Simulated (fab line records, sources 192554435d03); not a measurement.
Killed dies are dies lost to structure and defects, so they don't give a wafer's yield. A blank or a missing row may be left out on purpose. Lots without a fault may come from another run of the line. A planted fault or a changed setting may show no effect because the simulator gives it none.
A struck lot beside a sound one | flow n5_finfet | 25 steps out of a route of 1938
Sound: wafers L877.2, L877.5. Struck: wafers L899.1, L899.3, L899.4. The cause comes at the end.
At each step with rows: each side's tool, then ch and its chambers, then its first start. Under that, the readings that differ: sound wafers | struck wafers | difference of the means | sigmas: that difference in standard deviations of wafers without a fault.
alike: readings whose means differ by less than 2 such deviations, and words and numbers that are the same on both sides. not compared: withheld readings, readings that some wafer has no value for, bounds like >300 that may hide the same value, and numbers for which the record gives no deviation and whose values overlap.
The two part at a step that has a row with sigmas, a row that says differs or no value, or rows on one side only. Numbers that don't overlap but have no deviation are shown without sigmas and don't part them. A reading that every wafer of one side lacks parts them only if that side has two wafers or more.

first, 2 steps without rows for these wafers: N5_BEOL_M0_TRENCH_ETCH_107 (etches SiOC in C4F6/O2, target depth 32.8 nm, time 16.4 s); N5_BEOL_M0_STRIP_142 (strips in N2/H2, time 10 s).
N5_BEOL_M0_OCD_MEAS_108:
  sound on ocd-02, day 5 20:58; struck on ocd-02, day 11 12:43
  reading              | sound     | struck         | difference | sigmas
  trench_depth_nm (nm) | 33.7 34.0 | 32.3 31.4 33.2 | -1.6       | -2
then, 6 steps without rows for these wafers: N5_BEOL_M0_HM_STRIP_129 (strips TiN in peroxide tin strip, target depth 17 nm, time 108 s); N5_BEOL_M0_SRD_130 (time 30 s); N5_BEOL_M0_ETCH_109 (etches SiCN in CH3F/O2, target depth 8 nm, overetch 2.4 nm, time 27.4 s); N5_BEOL_M0_STRIP_139 (strips in post etch residue remover, time 60 s); N5_BEOL_M0_SRD_111 (time 30 s); N5_BEOL_M0_DEGAS_112 (time 60 s).
N5_BEOL_M0_PRE_CLEAN_113: time 30 s.
  sound on pvd_sputter-03, day 5 21:29; struck on pvd_sputter-02, day 11 13:08
  alike: heater_power_w
then, 2 steps without rows for these wafers: N5_BEOL_M0_ALD_136 (deposits TaN, pulse time 2 s, purge time 3 s, co reactant purge time 2 s); N5_BEOL_M0_SURFACE_TREAT_137.
N5_BEOL_M0_CVD_115: deposits Co from CCTBA/H2, time 120 s.
  sound on cvd_co-02 ch 2, day 5 22:04; struck on cvd_co-02 ch 0,1,2, day 11 13:56
  no value came back on the struck wafers for chamber_pressure_Torr (Torr), run_length_s (s), time_s (s); on the sound wafers chamber_pressure_Torr (Torr) reads 29.97 30.00
N5_BEOL_M0_SPUTTER_116: material Cu, target thk 4 nm, time 7.37 s.
  sound on pvd_sputter-02, day 5 22:11; struck on pvd_sputter-02, day 11 14:07
  alike: throttle_valve_pct
then, 2 steps without rows for these wafers: N5_BEOL_M0_ANNEAL_117 (time 60 s); N5_BEOL_M0_SPUTTER_132 (material Cu, target thk 4 nm, time 7.37 s).
N5_BEOL_M0_ANNEAL_133: time 60 s.
  sound on pvd_sputter-02, day 5 22:23; struck on pvd_sputter-02, day 11 14:19
  alike: heater_power_w
N5_BEOL_M0_SPUTTER_134: material Cu, target thk 4 nm, time 7.37 s.
  sound on pvd_sputter-02, day 5 22:25; struck on pvd_sputter-02, day 11 14:22
  alike: throttle_valve_pct
then, 3 steps without rows for these wafers: N5_BEOL_M0_ANNEAL_135 (time 60 s); N5_BEOL_M0_SPUTTER_141 (material Cu, target thk 4 nm, time 7.37 s); N5_BEOL_M0_ECD_118 (material Cu, target thk 300 nm).
N5_BEOL_M0_ANNEAL_119: time 90 s.
  sound on rtp_anneal-01 ch 0, day 6 00:27; struck on rtp_anneal-01 ch 0, day 11 14:42
  alike: wafer_temp_C_max
N5_BEOL_M0_CMP_120: polishes, stops on SiOC, t overpolish 6.9 s.
  sound on cmp-02 ch 2,3, day 6 00:49; struck on cmp-01 ch 1,2,3, day 11 14:59
  reading                      | sound     | struck         | difference | sigmas
  barrier_field_endpoint_s (s) | 3.48 3.46 | 1.87 1.87 1.76 | -1.64      | -13
  alike: clearing_platen_rpm, motor_current_A
  not compared: pad_life_wafers
N5_BEOL_M4_RC_MEAS_101:
  the record has rows for the sound wafers here (prober-02 ch 0, day 7 23:32) and none for the struck ones
-- the record jumps here: 8 days lie between the struck wafers' starts before and after (it left off in module BEOL_M4 and takes up again in module PASSIVATION, whose first step shown is number 1936 of the route) --
N5_PASSIVATION_PROBE_49:
  the record has rows for the struck wafers here (prober-01, day 19 05:41) and none for the sound ones

WHERE THEY PART
First at N5_BEOL_M0_OCD_MEAS_108; last, within this record, at N5_PASSIVATION_PROBE_49.

WHY: what the simulator had put in
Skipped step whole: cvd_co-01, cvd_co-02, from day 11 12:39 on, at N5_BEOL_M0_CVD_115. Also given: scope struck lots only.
